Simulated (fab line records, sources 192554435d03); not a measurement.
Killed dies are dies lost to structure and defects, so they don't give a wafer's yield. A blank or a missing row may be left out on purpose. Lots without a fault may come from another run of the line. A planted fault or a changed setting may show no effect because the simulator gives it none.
Chamber matching | flow n5_finfet | N5_BEOL_M11_STRIP_19 on rie_diel-03: 4 sister chambers
The step strips in O2. 8 wafers are shown with their chamber, then 8 later ones without.

WAFERS WITH THEIR CHAMBER
wafer  | chamber | showerhead_plenum_p_Torr (Torr) | oes_product_au (a.u.)
L086.1 | 2       | 2.06                            | 0.71
L086.2 | 3       | 2.23                            | 0.85
L086.4 | 1       | 2.18                            | 0.72
L086.5 | 3       | 2.23                            | 0.85
L086.6 | 2       | 2.06                            | 0.71
L090.4 | 1       | 2.18                            | 0.69
L090.5 | 0       | 2.00                            | 0.71
L094.1 | 0       | 1.99                            | 0.70

WAFERS WITHOUT THEIR CHAMBER
wafer  | showerhead_plenum_p_Torr (Torr) | oes_product_au (a.u.)
L094.3 | 2.22                            | 0.83
L094.4 | 2.06                            | 0.69
L097.1 | 1.99                            | 0.70
L097.2 | 2.06                            | 0.68
L097.3 | 2.22                            | 0.82
L097.4 | 2.18                            | 0.69
L097.5 | 2.18                            | 0.69
L097.6 | 2.06                            | 0.69

WHICH CHAMBER EACH WENT THROUGH
wafer  | from the rows above | in truth
L094.3 | 3                   | 3
L094.4 | 2                   | 2
L097.1 | 0                   | 0
L097.2 | 2                   | 2
L097.3 | 3                   | 3
L097.4 | 1                   | 1
L097.5 | 1                   | 1
L097.6 | 2                   | 2
Placed correctly: 8 of 8. Can't be placed from these rows: 0. Placed wrongly: 0.
How it was worked out, from the rows above alone: a wafer's distance from a chamber is the root of the sum, over the readings, of the square of ((its reading less the chamber's mean) divided by the reading's scatter). The wafer belongs to the nearest chamber; if the next one is less than 2 further off, it can't be placed. A chamber's mean is the mean of its shown wafers. The scatter: the root of (the sum of the squares of (reading less its chamber's mean) over the shown wafers, divided by (wafers less chambers)).
